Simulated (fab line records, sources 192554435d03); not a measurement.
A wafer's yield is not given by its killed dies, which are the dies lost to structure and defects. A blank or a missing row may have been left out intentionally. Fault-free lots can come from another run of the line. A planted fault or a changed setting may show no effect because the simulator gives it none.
fab line records	flow n5_finfet
record lots=6	wafers=17	last_day=19
route steps=1938 shown BEOL_M12@1639 PASSIVATION@1936
lots with no fault: from the same line, run without faults
start_h: hours from the record's opening day to when the first of the lot's shown wafers began	wait_h: time in hours since the lot's previous step	" unchanged from the row above	L1.1+2: a row that stands for several wafers	- no value present, or no start provided	* or withheld: withheld	< > ~ a bound
route shown NAME@n: NAME is a module with steps in the file, n the number in the route of the first one	usual: mean/standard deviation of fault-free wafers	same: alike in all rows	chamber/n: place in a boat	sites: per-site readings	_std_site: their standard deviation	_edge_site: the outer-site mean with the inner-site mean subtracted	radius_mm: for every site, how far away it sits from the centre of the wafer	mask NAME#n: copy n	behind: the most recent tool/chamber to have shaped the wafer	hold: cause of the lot's hold/its duration in hours/its outcome	device: the transistor (n, p or np) that didn't switch	end of line: the same wafers' tests at the end of the route	step lacking rows: just its recipe	killed: at the first sort, the dies lost to defects and structure; wafer yield is something else	map: a wafer's dies, x killed, . not, _ none there
set.NAME: setting as actually run; set.NAME@STEP: the setting as run at that earlier step	model.NAME: the simulator's own value behind a step, which no gauge read
lots at some steps of the route; a table a step, a row a wafer
services: the hour from which a tool's chamber was out of use, counted from the record's first day as start_h (under 0 if before that day), plus the number of hours and why
## steps
# step N5_BEOL_M12_TRENCH_ETCH_34
# recipe chemistry=C4F8/O2/Ar	target=SiOC	target_depth_a=3189.5	mask_material=SOC	pressure_mtorr=30	source_w=3000	bias_w=700	Ar_flow_sccm=400	C4F8_flow_sccm=15	O2_flow_sccm=8	he_inner_torr=15	he_outer_torr=30	time_s=125.5	ion_energy_ev=250
# step N5_BEOL_M12_STRIP_70
# recipe chemistry=C4F8/O2/Ar	resist=SiARC	rf_frequency_hz=6e+07
# step N5_BEOL_M12_OCD_MEAS_35
# usual trench_depth_nm=322/4.1
lot.wafer	tool	chamber	start_h	wait_h	trench_depth_nm
L926.1	ocd-01	-	241.97	0.0	322
L926.5	"	-	"	"	316
L926.6	"	-	"	"	321
L933.2	ocd-01	-	271.22	0.0	321
L933.6	"	-	"	"	322
L935.2	ocd-02	-	279.11	0.0	317
L935.4	"	-	"	"	323
L935.5	"	-	"	"	318
L939.1	ocd-02	-	379.53	0.0	328
L939.2	"	-	"	"	323
L939.5	"	-	"	"	325
L945.1	ocd-02	-	392.13	0.0	325
L945.2	"	-	"	"	324
L945.4	"	-	"	"	323
L947.1	ocd-01	-	402.37	0.0	321
L947.2	"	-	"	"	321
L947.3	"	-	"	"	320
# step N5_BEOL_M12_STRIP_37
# recipe chemistry=N2/H2	power_w=1000	temp_c=250	h2_frac=0.65	overash_fraction=0.3	pressure_mtorr=withheld	n2_flow_sccm=1750	h2_flow_sccm=3250
# usual drypump_motor_current_A=5.5/0.37	heater_power_w=344/46	n2_flow_sccm=1751/5.1	oes_product_au=0.788/0.0097
# same overash_fraction=0.3
lot.wafer	tool	chamber	start_h	wait_h	drypump_motor_current_A	heater_power_w	n2_flow_sccm	oes_product_au	rf_hours_counter_h
L926.1	plasma_asher-01	1	242.00	0.0	5.6	342	1757	0.789	71
L926.5	"	0	"	"	6.1	389	1747	0.791	-
L926.6	"	1	"	"	5.6	328	1757	0.801	-
L933.2	plasma_asher-01	0	271.26	0.0	6.1	388	1742	0.781	77
L933.6	"	0	"	"	6.1	384	1736	0.791	-
L935.2	plasma_asher-01	0	279.15	0.0	6.1	381	1748	0.764	78
L935.4	"	0	"	"	6.1	384	1745	0.794	-
L935.5	"	0	"	"	6.1	380	1750	0.774	-
L939.1	plasma_asher-02	0	379.57	0.0	5.0	290	1752	0.794	145
L939.2	"	1	"	"	5.7	381	1751	0.812	145
L939.5	"	0	"	"	5.1	282	1760	0.774	-
L945.1	plasma_asher-02	0	392.17	0.0	5.1	289	1741	0.772	148
L945.2	"	1	"	"	5.7	388	1757	0.792	148
L945.4	"	0	"	"	5.1	282	1749	0.803	-
L947.1	plasma_asher-02	0	402.41	0.0	5.1	296	1757	0.805	150
L947.2	"	1	"	"	5.7	395	1746	0.791	150
L947.3	"	1	"	"	5.7	389	1746	0.773	-
# step N5_BEOL_M12_ETCH_38
# recipe chemistry=CF4/N2	target=SiCN	target_depth_a=687	taper_deg=2	time_s=73.4	ion_energy_ev=150	mask_material=SiO2	pressure_mtorr=40	source_w=430	bias_w=70	Ar_flow_sccm=100	cf4_flow_sccm=60	n2_flow_sccm=60
# step N5_BEOL_M12_PRECLEAN_39
# recipe chemistry=residue_remover	time_s=60	temp_c=40
# step N5_BEOL_M12_SRD_40
# recipe time_s=30	temp_c=23	rinse_liquid=diw	dry=n2_spin	spin_rpm=1500	dry_time_s=30
# step N5_BEOL_M12_DEGAS_41
# recipe ambient=vacuum	temp_c=250	time_s=60
# usual heater_power_w=347/27
lot.wafer	tool	chamber	start_h	wait_h	heater_power_w
L926.1	pvd_sputter-02	-	242.29	0.0	354
L926.5	"	-	"	"	311
L926.6	"	-	"	"	355
L933.2	pvd_sputter-03	-	273.47	0.5	378
L933.6	"	-	"	"	363
L935.2	pvd_sputter-03	-	280.88	0.4	369
L935.4	"	-	"	"	379
L935.5	"	-	"	"	374
L939.1	pvd_sputter-02	-	382.11	0.2	363
L939.2	"	-	"	"	344
L939.5	"	-	"	"	341
L945.1	pvd_sputter-03	-	396.53	0.3	312
L945.2	"	-	"	"	378
L945.4	"	-	"	"	368
L947.1	pvd_sputter-03	-	403.92	0.3	371
L947.2	"	-	"	"	371
L947.3	"	-	"	"	315
# step N5_BEOL_M12_PRE_CLEAN_42
# recipe gas=H2/He	time_s=30	temp_c=250
# usual heater_power_w=348/27
lot.wafer	tool	chamber	start_h	wait_h	heater_power_w
L926.1	pvd_sputter-02	-	242.33	0.0	345
L926.5	"	-	"	"	316
L926.6	"	-	"	"	363
L933.2	pvd_sputter-03	-	273.51	0.0	364
L933.6	"	-	"	"	360
L935.2	pvd_sputter-03	-	280.92	0.0	374
L935.4	"	-	"	"	375
L935.5	"	-	"	"	380
L939.1	pvd_sputter-02	-	382.15	0.0	361
L939.2	"	-	"	"	341
L939.5	"	-	"	"	336
L945.1	pvd_sputter-03	-	396.57	0.0	309
L945.2	"	-	"	"	372
L945.4	"	-	"	"	361
L947.1	pvd_sputter-03	-	403.96	0.0	381
L947.2	"	-	"	"	369
L947.3	"	-	"	"	320
# step N5_BEOL_M12_SPUTTER_43
# recipe material=TaN	target_thk_a=150	temp_c=50	bias_v=168.6	power_w=15000	chamber_pressure_pa=0.12	time_s=24.19
# usual bias_v=168.6/1.8	throttle_valve_pct=30.0/0.94
lot.wafer	tool	chamber	start_h	wait_h	bias_v	throttle_valve_pct
L926.1	pvd_sputter-02	-	242.37	0.0	165.8	28.1
L926.5	"	-	"	"	167.5	31.4
L926.6	"	-	"	"	169.6	28.0
L933.2	pvd_sputter-03	-	273.55	0.0	170.6	31.1
L933.6	"	-	"	"	167.8	29.0
L935.2	pvd_sputter-03	-	280.96	0.0	167.1	29.3
L935.4	"	-	"	"	169.7	30.8
L935.5	"	-	"	"	169.6	30.8
L939.1	pvd_sputter-02	-	382.19	0.0	169.3	28.0
L939.2	"	-	"	"	165.1	30.7
L939.5	"	-	"	"	168.9	30.6
L945.1	pvd_sputter-03	-	396.61	0.0	171.8	30.2
L945.2	"	-	"	"	163.9	30.6
L945.4	"	-	"	"	168.4	29.6
L947.1	pvd_sputter-03	-	404.00	0.0	167.3	30.8
L947.2	"	-	"	"	171.3	29.3
L947.3	"	-	"	"	169.4	30.4
# step N5_BEOL_M12_SPUTTER_44
# recipe material=Ta	target_thk_a=100	temp_c=50	bias_v=80	power_w=15000	chamber_pressure_pa=0.07	time_s=16.13
# step N5_BEOL_M12_SPUTTER_45
# recipe material=Cu	target_thk_a=800	temp_c=-20	bias_v=60	power_w=26000	chamber_pressure_pa=0.13	time_s=13.33
# usual bias_v=60.0/0.61	throttle_valve_pct=30.0/0.93
lot.wafer	tool	chamber	start_h	wait_h	bias_v	throttle_valve_pct
L926.1	pvd_sputter-02	-	242.53	0.0	59.3	28.0
L926.5	"	-	"	"	60.0	31.7
L926.6	"	-	"	"	59.5	28.0
L933.2	pvd_sputter-03	-	273.71	0.0	59.9	30.7
L933.6	"	-	"	"	61.1	29.1
L935.2	pvd_sputter-03	-	281.12	0.0	59.7	29.3
L935.4	"	-	"	"	59.5	30.9
L935.5	"	-	"	"	60.8	30.7
L939.1	pvd_sputter-02	-	382.35	0.0	60.0	28.2
L939.2	"	-	"	"	60.9	30.8
L939.5	"	-	"	"	60.6	30.5
L945.1	pvd_sputter-03	-	396.77	0.0	60.7	30.3
L945.2	"	-	"	"	61.2	30.8
L945.4	"	-	"	"	60.8	29.5
L947.1	pvd_sputter-03	-	404.16	0.0	61.2	30.6
L947.2	"	-	"	"	59.7	29.7
L947.3	"	-	"	"	60.4	30.4
# step N5_BEOL_M12_ECD_47
# recipe material=Cu	target_thk_a=7200
lot.wafer	tool	chamber	start_h	wait_h	model.Cu_of_BEOL_M12_ECD_47.thk_nm
L926.1	ecd_cu-01	1	242.64	0.1	722.8
L926.5	"	0	"	"	720.2
L926.6	"	1	"	"	716.8
L933.2	ecd_cu-02	0	273.83	0.1	920.4
L933.6	"	0	"	"	935
L935.2	ecd_cu-02	1	281.24	0.1	937.6
L935.4	"	1	"	"	727.8
L935.5	"	1	"	"	706.4
L939.1	ecd_cu-02	1	382.46	0.1	716.8
L939.2	"	0	"	"	721.2
L939.5	"	0	"	"	726.2
L945.1	ecd_cu-02	0	396.89	0.1	719.2
L945.2	"	1	"	"	717
L945.4	"	1	"	"	724.4
L947.1	ecd_cu-01	1	404.28	0.1	726.4
L947.2	"	0	"	"	716.6
L947.3	"	1	"	"	710.4
# step N5_BEOL_M12_ANNEAL_48
# recipe temp_c=225	time_s=90	ambient=N2
# step N5_PASSIVATION_PROBE_49
# usual defect_limited_yield=91.2/1.4	killed_at_M0_to_M3=36/10	killed_at_M4_up=13/5.1	killed_at_contacts=12/5.4	killed_at_front_end=39/11	killed_at_other=3.5/2.4	killed_dies=104/17	killed_on_rim=14/3.8	killed_open=67/13	killed_short=36/8.3	sort_bin_5_function=5.2/0.98	sort_bin_6_memory=3.3/0.68	sort_n_pass=1076/17	sort_yield_pct=91.2/1.4
# same gross_dies=1180	killed_at_back_side=0	sort_bin_4_leakage[%]=0	sort_bin_8_speed[%]=0
lot.wafer	tool	chamber	start_h	wait_h	defect_limited_yield[%]	killed_at_M0_to_M3	killed_at_M4_up	killed_at_contacts	killed_at_front_end	killed_at_other	killed_dies	killed_on_rim	killed_open	killed_short	sort_bin_5_function[%]	sort_bin_6_memory[%]	sort_n_pass	sort_yield_pct[%]
L926.1	prober-02	-	271.31	0.0	95.1	17	6	7	28	0	58	9	39	18	3.2	1.4	1122	95.1
L926.5	prober-02	-	271.51	0.2	91.9	23	20	11	38	3	95	12	65	30	5.0	2.7	1085	91.9
L926.6	prober-02	-	271.56	0.3	91.1	28	19	23	35	0	105	11	67	36	5.5	3.1	1075	91.1
L933.2	prober-01	-	305.26	0.1	93.0	16	9	9	45	4	83	6	46	36	3.9	2.9	1097	93.0
L933.6	prober-01	-	305.46	0.3	90.8	25	13	7	54	10	109	18	54	55	5.9	2.8	1071	90.8
L935.2	prober-01	-	319.65	0.1	90.6	48	9	16	35	3	111	12	66	44	5.0	4.0	1069	90.6
L935.4	prober-01	-	319.75	0.2	90.2	42	17	15	39	3	116	17	72	44	6.5	3.1	1064	90.2
L935.5	prober-01	-	319.80	0.2	90.8	42	17	15	31	4	109	17	77	29	5.7	3.3	1071	90.8
L939.1	prober-02	-	428.40	0.0	91.8	36	13	13	31	4	97	16	57	38	4.8	2.8	1083	91.8
L939.2	prober-02	-	428.45	0.1	93.6	34	7	16	15	3	75	13	46	29	3.9	2.2	1105	93.6
L939.5	prober-02	-	428.60	0.2	91.7	25	24	15	28	6	98	19	52	43	4.3	3.6	1082	91.7
# killed by level:class
L926.1 MOL_CONTACT_COAG:geometric_particle:open=7 BEOL_M3:geometric_particle:open=5 FIN_SAQP:geometric_particle:open=4 BEOL_M0_SAQP:geometric_particle:short=4 BEOL_M4:geometric_particle:open=4 FIN_SAQP:geometric_particle:short=3 ILD0:geometric_particle:open=3 STI_FIN_REVEAL:geometric_particle:open=3
L926.5 STI_FIN_REVEAL:geometric_particle:open=14 BEOL_M4:geometric_particle:open=10 BEOL_M3:geometric_particle:open=9 MOL_CONTACT_COAG:geometric_particle:open=8 BEOL_M0_SAQP:geometric_particle:short=5 ILD0:geometric_particle:open=4 STARTING-WAFER:geometric_particle:open=4 FIN_SAQP:geometric_particle:open=3
L926.6 MOL_CONTACT_COAG:geometric_particle:open=15 FIN_SAQP:geometric_particle:short=9 BEOL_M0_SAQP:geometric_particle:short=8 BEOL_M0_SAQP:geometric_particle:open=6 MOL_CONTACT_COAG:geometric_particle:short=6 BEOL_M2:geometric_particle:open=6 BEOL_M4:geometric_particle:open=6 FIN_SAQP:geometric_particle:open=5
L933.2 FIN_SAQP:geometric_particle:short=18 FIN_SAQP:geometric_particle:open=9 MOL_CONTACT_COAG:geometric_particle:open=9 BEOL_M4:geometric_particle:open=6 BEOL_M1:geometric_particle:open=4 BEOL_M3:geometric_particle:open=4 DUMMY_GATE:geometric_particle:open=3 GATE_CUT:geometric_particle:short=3
L933.6 FIN_SAQP:geometric_particle:short=18 FIN_SAQP:geometric_particle:open=16 BEOL_M0_SAQP:geometric_particle:short=10 PASS1_CAP:geometric_particle:short=5 MOL_CONTACT_COAG:geometric_particle:open=5 BEOL_M0_SAQP:geometric_particle:open=5 BEOL_M4:geometric_particle:short=4 DUMMY_GATE:geometric_particle:short=3
L935.2 BEOL_M0_SAQP:geometric_particle:short=18 MOL_CONTACT_COAG:geometric_particle:open=13 BEOL_M0_SAQP:geometric_particle:open=12 FIN_SAQP:geometric_particle:open=7 FIN_SAQP:geometric_particle:short=7 DUMMY_GATE:geometric_particle:open=6 BEOL_M3:geometric_particle:open=6 GATE_CUT:geometric_particle:short=5
L935.4 FIN_SAQP:geometric_particle:short=16 BEOL_M0_SAQP:geometric_particle:open=16 BEOL_M0_SAQP:geometric_particle:short=12 MOL_CONTACT_COAG:geometric_particle:open=11 FIN_SAQP:geometric_particle:open=8 BEOL_M4:geometric_particle:open=8 STI_FIN_REVEAL:geometric_particle:open=7 BEOL_M3:geometric_particle:open=7
L935.5 BEOL_M0_SAQP:geometric_particle:short=16 BEOL_M0_SAQP:geometric_particle:open=15 MOL_CONTACT_COAG:geometric_particle:open=14 STI_FIN_REVEAL:geometric_particle:open=9 BEOL_M4:geometric_particle:open=9 FIN_SAQP:geometric_particle:open=7 GATE_CUT:geometric_particle:short=4 BEOL_M3:geometric_particle:open=4
L939.1 BEOL_M0_SAQP:geometric_particle:short=20 BEOL_M0_SAQP:geometric_particle:open=12 MOL_CONTACT_COAG:geometric_particle:open=10 FIN_SAQP:geometric_particle:open=5 STI_FIN_REVEAL:geometric_particle:open=5 DUMMY_GATE:geometric_particle:open=4 BEOL_M4:geometric_particle:short=4 STARTING-WAFER:geometric_particle:open=4
L939.2 MOL_CONTACT_COAG:geometric_particle:open=12 BEOL_M0_SAQP:geometric_particle:short=10 BEOL_M0_SAQP:geometric_particle:open=10 DUMMY_GATE:geometric_particle:open=4 GATE_CUT:geometric_particle:short=4 MOL_CONTACT_COAG:geometric_particle:short=4 BEOL_M3:geometric_particle:short=4 BEOL_M2:geometric_particle:open=3
L939.5 BEOL_M0_SAQP:geometric_particle:short=13 BEOL_M4:geometric_particle:open=11 FIN_SAQP:geometric_particle:open=8 MOL_CONTACT_COAG:geometric_particle:short=7 STI_FIN_REVEAL:geometric_particle:open=6 MOL_CONTACT_COAG:geometric_particle:open=5 GATE_CUT:geometric_particle:short=4 BEOL_M0_SAQP:geometric_particle:open=4
## services
tool	chamber	start_h	hours	kind
plasma_asher-02	-	264.02	2.8	pm
ecd_cu-01	-	296.74	0.5	repair
plasma_asher-02	-	298.72	1.0	repair
plasma_asher-01	-	312.89	1.2	repair
ecd_cu-02	-	321.18	0.3	repair
ecd_cu-02	-	365.52	1.0	repair
## key
first_sign none at tools or gauges
model_effect step=N5_BEOL_M12_ECD_47	value=Cu_of_BEOL_M12_ECD_47.thk_nm	without=724	struck=931
met_at N5_BEOL_M12_ECD_47
struck_wafers L933.2,L933.6,L935.2
fault kind=process_parameter_drift	tool=ecd_cu-02	chamber=-	onset_h=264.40	steps=N5_BEOL_M12_ECD_47	channel=target_thk_a	offset=*	shape=step	end_h=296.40	scope=struck_wafers_only	acts_in=*	stated=*
